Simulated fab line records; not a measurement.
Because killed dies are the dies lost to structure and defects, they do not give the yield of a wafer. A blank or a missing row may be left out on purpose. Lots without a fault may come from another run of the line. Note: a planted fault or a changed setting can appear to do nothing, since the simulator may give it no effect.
Which tool was responsible? / flow nand_harc / 6 lots with 18 wafers sampled at 5 steps, on a route of 1302 steps

== WHAT THE GAUGES READ, wafer by wafer ==
NHARC_END_SORT_01.
lot=L470; measured=day 24 22:21; on=prober-02; killed_short=3 3 2
lot=L480; measured=day 28 21:36; on=prober-01; killed_short=2 5 2
lot=L483; measured=day 29 22:22; on=prober-01; killed_short=4 3 2

== TOOL THAT RAN EACH LOT (tool first, then ch and the chambers of the sampled wafers, then the start) ==
lot=L470; NHARC_P_M2_STRIP_18=rie_diel-09 ch 1,2,3, day 6 20:41; NHARC_P_M2_CMP_23=cmp-04 ch 0,2,3, day 6 22:24; NHARC_P_BONDPAD_CMP_32=cmp-02 ch 0,1,3, day 6 23:50; NHARC_P_BONDPAD_SOFTBAKE_04=litho_track-03 ch 0, day 7 00:00
lot=L473; NHARC_P_M2_STRIP_18=rie_diel-05 ch 0,2,3, day 8 01:59; NHARC_P_M2_CMP_23=cmp-04 ch 1,2,3, day 8 03:45; NHARC_P_BONDPAD_CMP_32=cmp-02 ch 0,2,3, day 8 05:23; NHARC_P_BONDPAD_SOFTBAKE_04=litho_track-03 ch 0, day 8 05:00
lot=L477; NHARC_P_M2_STRIP_18=rie_diel-03 ch 0,1,3, day 9 14:29; NHARC_P_M2_CMP_23=cmp-03 ch 1,2,3, day 9 16:22; NHARC_P_BONDPAD_CMP_32=cmp-01 ch 0,3, day 9 17:47; NHARC_P_BONDPAD_SOFTBAKE_04=litho_track-03 ch 0, day 9 18:00
lot=L480; NHARC_P_M2_STRIP_18=rie_diel-09 ch 0,1, day 10 22:50; NHARC_P_M2_CMP_23=cmp-03 ch 0,2,3, day 11 00:37; NHARC_P_BONDPAD_CMP_32=cmp-01 ch 0,2,3, day 11 01:59; NHARC_P_BONDPAD_SOFTBAKE_04=litho_track-02 ch 0, day 11 02:00
lot=L483; NHARC_P_M2_STRIP_18=rie_diel-05 ch 1,2,3, day 12 13:58; NHARC_P_M2_CMP_23=cmp-04 ch 0,2,3, day 12 15:43; NHARC_P_BONDPAD_CMP_32=cmp-01 ch 0,1,3, day 12 17:07; NHARC_P_BONDPAD_SOFTBAKE_04=litho_track-02 ch 0, day 12 17:00
lot=L491; NHARC_P_M2_STRIP_18=rie_diel-03 ch 1,2, day 15 13:02; NHARC_P_M2_CMP_23=cmp-04 ch 1,2,3, day 15 14:48; NHARC_P_BONDPAD_CMP_32=cmp-02 ch 0,1, day 15 16:14; NHARC_P_BONDPAD_SOFTBAKE_04=litho_track-03 ch 0, day 15 16:00
- NHARC_P_M2_STRIP_18: strips in N2/H2.
- NHARC_P_M2_CMP_23: polishes, t overpolish 20 s, target thk 144.3 nm.
- NHARC_P_BONDPAD_CMP_32: polishes SiCN, target thk 200 nm.
- NHARC_P_BONDPAD_SOFTBAKE_04: time 70 s.

== THE ANSWER, worked out from the rows above alone ==
Rule: the lots themselves supply what counts as usual. The widest of any qualifying gaps counts: lots, ordered by their means at a reading, are off when they make up no more than a third of the lots, leave a main group of 4 or more, and stand apart from it by 3 or more times the standard deviation of that group's means. Not used: any main group whose means are identical at the precision the tables above print for the reading. Also off: a lot with no number at a reading for which 4 or more lots have one. Any other lot the step has rows for is counted as sound.
None of the lots is off at any reading shown; this tells nothing.

== WHAT THE SIMULATOR HAD INSERTED ==
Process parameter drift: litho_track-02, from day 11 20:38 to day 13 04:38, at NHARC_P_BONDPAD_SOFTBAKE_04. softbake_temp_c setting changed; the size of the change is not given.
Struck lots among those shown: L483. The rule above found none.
